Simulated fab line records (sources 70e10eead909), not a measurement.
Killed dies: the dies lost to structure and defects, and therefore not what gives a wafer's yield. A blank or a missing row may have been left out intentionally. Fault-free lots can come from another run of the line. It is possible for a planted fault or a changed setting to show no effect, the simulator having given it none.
fab line records	flow nand_harc
record: lots: 14	wafers: 42	last_day: 33
route steps=1302 shown A_STAIRCASE@849 THIN_TSV@1245 END@1302
lots with no fault: from the same line, run without faults
start_h: start of the lot's first displayed wafer, in hours after the record's first day	wait_h: hours from the lot's prior step to this one	" the same as in the row above	L1.1+2: a single row standing in for several wafers	- either no value or no given start	* or withheld: withheld	< > ~ a bound
route shown NAME@n: names a module that has steps shown in the file, with the first one's number in the route	usual: the fault-free wafers' mean and standard deviation	same: alike in all rows	chamber/n: place in a boat	sites: each site's reading	_std_site: the values' standard deviation	_edge_site: outer sites' mean less inner sites'	radius_mm: for every site, how far away it sits from the centre of the wafer	mask NAME#n: copy n	behind: the tool/chamber that last shaped the wafer	hold: the reason the lot was held/the length of the hold in hours/how it ended	device: the transistor (n, p or np) that didn't switch	end of line: at the end of the route, the tests of the same wafers	where a step has no rows: the recipe by itself	killed: at the first sort, the dies lost to defects and structure; wafer yield is something else	map: a wafer's dies, marking killed ones x, the rest . and places with no die _
set.NAME: the setting that was run; set.NAME@STEP: the one run at that earlier step	model.NAME: the simulator's own value behind a step, which no gauge read
the route's steps for a sample of lots (tables are steps, rows are wafers)
services: a tool's chamber out of use, with start hour (start_h, from the record's first day; less than 0 if before it), hours out, and reason
== steps ==
step: NHARC_A_STAIRCASE_CVD_552
recipe: target_thk_a: 400	temp_c: 700	pressure_mtorr: 300	material: SiNx
lot.wafer	tool	chamber	start_h	wait_h
L244.1+2+6	lpcvd-01	0	404.84	-
L245.1+3+6	lpcvd-01	1	404.84	-
L246.2+3+4	lpcvd-02	1	415.26	-
L248.4+5+6	lpcvd-01	1	438.47	-
L249.2+5+6	lpcvd-01	1	438.47	-
L257.4+5+6	lpcvd-01	0	523.21	-
L259.3+5+6	lpcvd-01	0	536.81	4.2
L258.1+3+4	lpcvd-02	0	542.52	-
L261.1+2+5	lpcvd-01	1	560.60	-
L260.1+3+5	lpcvd-02	1	566.13	-
L262.1+2+4	lpcvd-01	1	582.75	-
L263.1+5+6	lpcvd-02	1	597.76	-
L264.1+4+6	lpcvd-02	1	597.76	-
L266.1+3+6	lpcvd-02	0	597.76	-
step: NHARC_THIN_TSV_CMP_01
recipe: target_thk_um: 3
usual: motor_current_A: 12.5/0.89
lot.wafer	tool	chamber	start_h	wait_h	motor_current_A
L244.2	cmp-02	3	548.71	0.8	12.2
L244.1	"	1	"	"	12.0
L244.6	"	0	"	"	12.3
L245.3	cmp-04	1	549.94	0.6	12.4
L245.1	"	3	"	"	13.6
L245.6	"	1	"	"	11.9
L246.3	cmp-02	0	569.60	0.6	11.7
L246.2	"	2	"	"	12.7
L246.4	"	3	"	"	12.3
L257.4	cmp-02	1	672.42	0.5	11.3
L257.6	"	3	"	"	12.1
L257.5	"	0	"	"	12.4
L259.3	cmp-04	0	690.02	0.7	11.1
L259.6	"	1	"	"	12.8
L259.5	"	2	"	"	13.0
L258.1	cmp-01	3	697.16	1.1	11.1
L258.4	"	0	"	"	12.7
L258.3	"	1	"	"	13.4
L261.2	cmp-01	1	704.13	0.8	13.4
L261.1	"	2	"	"	12.0
L261.5	"	0	"	"	12.1
L260.3	cmp-04	2	725.02	0.7	12.5
L260.1	"	3	"	"	13.8
L260.5	"	1	"	"	12.8
L262.2	cmp-02	3	746.43	0.8	11.8
L262.1	"	1	"	"	12.7
L262.4	"	2	"	"	12.7
L263.1	cmp-04	0	747.71	1.1	11.5
L263.6	"	1	"	"	12.1
L263.5	"	2	"	"	12.8
L264.1	cmp-01	3	748.83	1.0	11.2
L264.4	"	0	"	"	12.3
L264.6	"	3	"	"	11.1
L266.3	cmp-04	3	756.91	0.6	13.9
L266.1	"	2	"	"	12.9
L266.6	"	0	"	"	11.8
step: NHARC_THIN_TSV_DEGAS_49
recipe: temp_c: 300	time_s: 120
usual: heater_power_w: 445/45
lot.wafer	tool	chamber	start_h	wait_h	heater_power_w
L244.2	pvd_sputter-01	-	552.75	0.2	433
L244.1	"	-	"	"	484
L244.6	"	-	"	"	410
L245.1	pvd_sputter-02	-	554.02	0.2	429
L245.3	"	-	"	"	447
L245.6	"	-	"	"	433
L246.3	pvd_sputter-01	-	573.72	0.1	435
L246.4	"	-	"	"	482
L246.2	"	-	"	"	422
L257.4	pvd_sputter-02	-	676.36	0.1	416
L257.5	"	-	"	"	551
L257.6	"	-	"	"	380
L259.3	pvd_sputter-01	-	694.04	0.1	435
L259.5	"	-	"	"	480
L259.6	"	-	"	"	447
L258.3	pvd_sputter-02	-	701.10	0.1	422
L258.4	"	-	"	"	446
L258.1	"	-	"	"	547
L261.1	pvd_sputter-02	-	708.19	0.2	448
L261.2	"	-	"	"	381
L261.5	"	-	"	"	413
L260.1	pvd_sputter-01	-	729.06	0.1	475
L260.3	"	-	"	"	469
L260.5	"	-	"	"	435
L262.1	pvd_sputter-02	-	750.44	0.1	406
L262.2	"	-	"	"	441
L262.4	"	-	"	"	380
L263.1	pvd_sputter-03	-	751.73	0.2	427
L263.6	"	-	"	"	446
L263.5	"	-	"	"	433
L264.1	pvd_sputter-02	-	752.93	0.2	435
L264.4	"	-	"	"	544
L264.6	"	-	"	"	379
L266.3	pvd_sputter-02	-	761.07	0.1	420
L266.1	"	-	"	"	443
L266.6	"	-	"	"	418
step: NHARC_THIN_TSV_PVD_19
recipe: target_thk_a: 200	chamber_pressure_pa: 5	material: TaN
usual: throttle_valve_pct: 30.2/1.3
lot.wafer	tool	chamber	start_h	wait_h	throttle_valve_pct
L244.1	pvd_sputter-01	-	-	-	29.0
L244.2	"	-	"	"	28.4
L244.6	"	-	"	"	29.4
L245.3	pvd_sputter-02	-	-	-	31.3
L245.1	"	-	"	"	31.2
L245.6	"	-	"	"	31.3
L246.2	pvd_sputter-01	-	-	-	31.3
L246.4	"	-	"	"	27.9
L246.3	"	-	"	"	28.8
L257.4	pvd_sputter-02	-	-	-	32.8
L257.6	"	-	"	"	31.1
L257.5	"	-	"	"	30.1
L259.3	pvd_sputter-01	-	-	-	31.4
L259.6	"	-	"	"	31.6
L259.5	"	-	"	"	28.3
L258.3	pvd_sputter-02	-	-	-	30.5
L258.1	"	-	"	"	32.5
L258.4	"	-	"	"	30.1
L261.1	pvd_sputter-02	-	-	-	30.1
L261.2	"	-	"	"	32.7
L261.5	"	-	"	"	30.5
L260.3	pvd_sputter-01	-	-	-	29.0
L260.1	"	-	"	"	28.9
L260.5	"	-	"	"	31.7
L262.1	pvd_sputter-02	-	-	-	30.9
L262.2	"	-	"	"	30.1
L262.4	"	-	"	"	32.4
L263.1	pvd_sputter-03	-	-	-	29.0
L263.6	"	-	"	"	29.3
L263.5	"	-	"	"	30.5
L264.1	pvd_sputter-02	-	-	-	30.1
L264.4	"	-	"	"	30.9
L264.6	"	-	"	"	30.7
L266.3	pvd_sputter-02	-	-	-	30.5
L266.1	"	-	"	"	30.1
L266.6	"	-	"	"	31.0
step: NHARC_END_SORT_01
recipe: temp_c: 25
usual: killed_at_array: 46/15	killed_at_other: 0.8/1.1	killed_at_periphery: 4.0/2.9	killed_dies: 50/15	killed_open: 3.2/1.8	killed_short: 2.3/1.6
same: gross_dies: 677
lot.wafer	tool	chamber	start_h	wait_h	killed_at_array	killed_at_other	killed_at_periphery	killed_dies	killed_open	killed_short
L248.4	prober-01	0	595.51	3.4	667	1	9	677	5	3
L248.5	prober-01	0	596.33	3.7	671	3	3	677	5	0
L248.6	prober-01	0	597.14	4.1	670	2	5	677	1	2
L249.2	prober-02	0	602.42	2.8	671	1	5	677	7	1
L249.5	prober-02	0	604.85	3.7	672	0	5	677	3	2
L249.6	prober-02	0	605.66	4.1	670	1	6	677	7	0
killed by level:class
L248.4 A_STAIRCASE:area_cvd=620 A_CHANNEL_HOLE_D2:chamber_film_flake=25 A_STAIRCASE:chamber_film_flake=6 P_ZERO_WELL:chamber_film_flake=5 A_CHANNEL_HOLE_D1:chamber_film_flake=4 A_DECK1_JOINT:chamber_film_flake=3 P_STI:chamber_film_flake=2 P_CONTACT:geometric_particle:open=1
L248.5 A_STAIRCASE:area_cvd=634 A_CHANNEL_HOLE_D2:chamber_film_flake=18 A_CHANNEL_HOLE_D1:chamber_film_flake=5 A_CHANNEL_FILL_D1:chamber_film_flake=3 A_STAIRCASE:chamber_film_flake=3 THIN_TSV:chamber_film_flake=3 A_M0:geometric_particle:open=2 P_M2:geometric_particle:open=1
L248.6 A_STAIRCASE:area_cvd=634 A_CHANNEL_HOLE_D2:chamber_film_flake=23 A_CHANNEL_HOLE_D1:chamber_film_flake=3 A_DECK1_JOINT:chamber_film_flake=3 A_STAIRCASE:chamber_film_flake=3 P_ZERO_WELL:chamber_film_flake=2 THIN_TSV:chamber_film_flake=2 P_ZERO_WELL:geometric_particle:open=1
L249.2 A_STAIRCASE:area_cvd=607 A_CHANNEL_HOLE_D2:chamber_film_flake=25 A_SLIT:chamber_film_flake=16 A_CHANNEL_HOLE_D1:chamber_film_flake=11 A_M1:chamber_film_flake=3 P_M1:chamber_film_flake=2 P_CONTACT:geometric_particle:open=1 P_M0:geometric_particle:open=1
L249.5 A_STAIRCASE:area_cvd=619 A_SLIT:chamber_film_flake=23 A_CHANNEL_HOLE_D1:chamber_film_flake=11 A_CHANNEL_HOLE_D2:chamber_film_flake=11 P_M1:chamber_film_flake=4 A_STAIRCASE:chamber_film_flake=2 A_CONTACT:chamber_film_flake=2 P_M0:geometric_particle:open=1
L249.6 A_STAIRCASE:area_cvd=600 A_CHANNEL_HOLE_D2:chamber_film_flake=31 A_CHANNEL_HOLE_D1:chamber_film_flake=15 A_SLIT:chamber_film_flake=13 P_GATE:chamber_film_flake=3 A_CONTACT:chamber_film_flake=3 A_ONON_D2:geometric_particle:open=2 A_CHANNEL_FILL_D2:geometric_particle:open=2
== services ==
tool	chamber	start_h	hours	kind
lpcvd-02	-	387.30	26.0	pm
pvd_sputter-02	-	389.34	3.2	repair
pvd_sputter-01	-	404.05	10.0	pm
cmp-04	-	405.07	4.0	pm
cmp-02	-	428.61	4.0	pm
pvd_sputter-02	-	441.30	4.4	repair
cmp-02	-	442.50	4.5	repair
cmp-04	-	444.74	0.6	repair
pvd_sputter-02	-	460.08	10.0	pm
cmp-04	-	479.30	1.4	repair
cmp-04	-	486.81	0.5	repair
cmp-04	-	503.07	4.0	pm
cmp-04	-	527.58	1.5	repair
pvd_sputter-02	-	552.21	1.7	repair
pvd_sputter-01	-	582.05	10.0	pm
cmp-04	-	583.16	4.5	repair
cmp-04	-	601.07	4.0	pm
lpcvd-02	-	613.83	1.4	repair
pvd_sputter-02	-	638.08	10.0	pm
cmp-04	-	699.07	4.0	pm
pvd_sputter-02	-	720.93	2.3	repair
pvd_sputter-01	-	732.10	0.5	repair
pvd_sputter-01	-	746.46	5.1	repair
pvd_sputter-01	-	760.05	10.0	pm
== key ==
first_sign: step: NHARC_END_SORT_01	reading: killed_at_array	direction: up	sigmas: 41	usual: 46	struck: 670
effect: step: NHARC_END_SORT_01	reading: killed_dies	direction: up	sigmas: 41	usual: 50	struck: 677
more_kills_born_at: NHARC_A_STAIRCASE_CVD_552@lpcvd-01: 3714
met_at NHARC_A_STAIRCASE_CVD_552
struck_lots L248,L249
later_rows_left_out L248.4,L248.5,L248.6,L249.2,L249.5,L249.6
tester_left_out L248,L249
not_acting_at NHARC_THIN_TSV_CMP_01,NHARC_THIN_TSV_DEGAS_49,NHARC_THIN_TSV_PVD_19
onset_between 404.84 438.47
fault: kind: process_parameter_drift	tool: lpcvd-01	chamber: -	onset_h: 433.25	steps: NHARC_A_STAIRCASE_CVD_552	channel: target_thk_a	offset: *	shape: step	end_h: 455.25	acts_in: *	stated: *
tester_left_out: of these lots the tester's yield and bins aren't shown, on N5 and GAA mostly nor the transistor test; their killed dies are dies lost to structure and defects alone, not to doping, threshold or leakage, so they don't give the yield
later_rows_left_out: the simulator's readings of these wafers behind a module that went badly wrong aren't trusted and aren't shown, but for the sort
